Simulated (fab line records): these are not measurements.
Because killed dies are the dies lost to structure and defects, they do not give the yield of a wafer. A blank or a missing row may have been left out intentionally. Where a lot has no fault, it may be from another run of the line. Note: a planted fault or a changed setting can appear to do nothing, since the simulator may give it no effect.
Chamber matching | flow n5-finfet | 3 sister chambers for N5_BEOL_M14_DEP_53 on pecvd-01
The step deposits SiCN from 3MS/NH3, target thk 50 nm, time 17.8 s. 16 wafers are shown with their chamber, then 8 later ones without.

== WAFERS, EACH WITH ITS CHAMBER ==
wafer  | chamber | throttle-valve-pct (%) | showerhead-plenum-p-Torr (Torr) | rf-fwd-power-W (W)
L074.1 | 2       | 17.6                   | 4.156                           | 667.1
L074.2 | 0       | 17.3                   | 4.155                           | 665.1
L074.6 | 1       | 20.5                   | 4.165                           | 667.6
L078.3 | 1       | 20.2                   | 4.179                           | 665.6
L078.4 | 0       | 17.7                   | 4.141                           | 666.6
L078.6 | 1       | 20.3                   | 4.193                           | 668.3
L080.3 | 2       | 17.8                   | 4.155                           | 668.9
L080.4 | 2       | 18.1                   | 4.159                           | 665.0
L080.5 | 0       | 17.2                   | 4.155                           | 668.8
L085.1 | 1       | 20.2                   | 4.176                           | 664.2
L085.2 | 0       | 17.9                   | 4.154                           | 664.8
L085.6 | 0       | 17.3                   | 4.146                           | 663.5
L084.4 | 1       | 20.5                   | 4.162                           | 662.3
L084.5 | 0       | 17.2                   | 4.146                           | 665.0
L084.6 | 2       | 18.0                   | 4.162                           | 668.4
L090.1 | 0       | 17.4                   | 4.150                           | 664.6

SIGNATURES (means of the wafers above)
reading                  | chamber 0 | chamber 1 | chamber 2 | scatter within a chamber
throttle-valve-pct       | 17.429    | 20.340    | 17.875    | 0.228
showerhead-plenum-p-Torr | 4.14957   | 4.17500   | 4.15800   | 0.00793
rf-fwd-power-W           | 665.486   | 665.600   | 667.350   | 1.98
Rule: distance of a wafer from a chamber = root of the sum over the readings of ((wafer's reading minus chamber's mean) / reading's scatter) squared. If the next closest chamber is less than 2 further off than the closest, the wafer can't be placed; otherwise it belongs to the closest. The scatter: take each reading less its chamber's mean, square it, sum over the shown wafers, divide by the number of wafers less the number of chambers, and take the root.

== WAFERS WITHOUT THEIR CHAMBER ==
wafer  | throttle-valve-pct (%) | showerhead-plenum-p-Torr (Torr) | rf-fwd-power-W (W)
L090.2 | 20.4                   | 4.174                           | 664.0
L090.4 | 17.4                   | 4.148                           | 667.5
L088.1 | 20.1                   | 4.175                           | 667.1
L088.3 | 17.6                   | 4.147                           | 664.1
L088.5 | 17.0                   | 4.158                           | 664.5
L097.2 | 18.0                   | 4.160                           | 664.4
L097.4 | 18.2                   | 4.156                           | 665.0
L097.6 | 17.9                   | 4.161                           | 666.6

== WHICH CHAMBER EACH WENT THROUGH ==
wafer  | from the rows above     | in truth
L090.2 | 1                       | 1
L090.4 | can't be placed: 0 or 2 | 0
L088.1 | 1                       | 1
L088.3 | can't be placed: 0 or 2 | 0
L088.5 | can't be placed: 0 or 2 | 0
L097.2 | can't be placed: 2 or 0 | 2
L097.4 | can't be placed: 2 or 0 | 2
L097.6 | 2                       | 2
3 of 8 placed correctly. Unplaceable from these rows: 5, with the true chamber sitting among the candidates in 5. Wrongly placed: 0.
